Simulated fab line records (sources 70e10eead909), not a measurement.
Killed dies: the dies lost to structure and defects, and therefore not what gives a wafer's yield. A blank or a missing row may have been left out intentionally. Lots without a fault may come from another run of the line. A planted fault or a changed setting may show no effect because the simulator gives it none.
Which tool did it? + flow nand harc + 7 lots, 20 wafers sampled, at 3 steps of a route of 1302

WHAT EACH GAUGE READ, for each wafer
NHARC_A_ONON_D2_THK_MEAS_05: measures by ellipsometry.
| lot  | measured     | on            | thk nm (nm)    |
|------|--------------|---------------|----------------|
| L389 | day 13 02:13 | film metro-01 | 994 995 997    |
| L391 | day 14 02:20 | film metro-02 | 993 992 991    |
| L394 | day 15 13:20 | film metro-01 | 1023 1022 1022 |
| L396 | day 16 02:23 | film metro-01 | 1002 1004 1004 |
| L400 | day 18 01:50 | film metro-01 | 990 989 989    |
| L402 | day 18 15:35 | film metro-02 | 1000 1003 1000 |
| L405 | day 19 21:18 | film metro-01 | 634 635        |

EACH LOT AND THE TOOL THAT RAN IT (in order: tool; ch and the chambers of the sampled wafers; start)
| lot  | NHARC_A_CHANNEL_FILL_D1_ETCHBACK_08           | NHARC_A_ONON_D2_DEP_03           |
|------|-----------------------------------------------|----------------------------------|
| L389 | rie diel-02 ch 0,2,3, day 13 01:46 or earlier | pecvd onon-01 ch 0, day 13 01:46 |
| L391 | rie diel-04 ch 0,1,3, day 14 01:49 or earlier | pecvd onon-01 ch 0, day 14 01:49 |
| L394 | rie diel-10 ch 0,1,2, day 15 12:49 or earlier | pecvd onon-03 ch 0, day 15 12:49 |
| L396 | rie diel-10 ch 0,2, day 16 01:53 or earlier   | pecvd onon-01 ch 0, day 16 01:53 |
| L400 | rie diel-02 ch 1,2,3, day 18 01:21 or earlier | pecvd onon-01 ch 0, day 18 01:21 |
| L402 | rie diel-04 ch 1,2,3, day 18 15:08 or earlier | pecvd onon-01 ch 0, day 18 15:08 |
| L405 | rie diel-04 ch 2,3, day 19 20:51 or earlier   | pecvd onon-03 ch 0, day 19 20:51 |
- NHARC_A_CHANNEL_FILL_D1_ETCHBACK_08: etches the open film in C4F8, target depth 220 nm, time 110 s.
- NHARC_A_ONON_D2_DEP_03: target thk 1000 nm.

THE ANSWER, worked out from the rows above alone
Rule: the lots themselves supply what counts as usual. The widest of any qualifying gaps counts: lots, ordered by their means at a reading, are off when they make up no more than a third of the lots, leave a main group of 4 or more, and stand apart from it by 3 or more times the standard deviation of that group's means. If all means in a main group match to the digits the tables above print for the reading, that group is not used. Also off: a lot with no number at a reading for which 4 or more lots have one. All remaining lots with rows at the step are treated as sound.
Off: L405, at NHARC_A_ONON_D2_THK_MEAS_05 (thk nm). The main group has a mean of 1001 nm with a standard deviation of 11.
A tool fits if, at a process step before that reading, it ran every lot that is off, and no sound lot after the first of them. Gauges at NHARC_A_ONON_D2_THK_MEAS_05: tried the same way as those tools. With no start given for some of its lots, NHARC_A_CHANNEL_FILL_D1_ETCHBACK_08 uses the hours and lot order of NHARC_A_ONON_D2_DEP_03. Can't be told from this: 3 tools fit, rie diel-04 at NHARC_A_CHANNEL_FILL_D1_ETCHBACK_08, pecvd onon-03 at NHARC_A_ONON_D2_DEP_03, film metro-01 at NHARC_A_ONON_D2_THK_MEAS_05.

WHAT THE SIMULATOR HAD PUT IN
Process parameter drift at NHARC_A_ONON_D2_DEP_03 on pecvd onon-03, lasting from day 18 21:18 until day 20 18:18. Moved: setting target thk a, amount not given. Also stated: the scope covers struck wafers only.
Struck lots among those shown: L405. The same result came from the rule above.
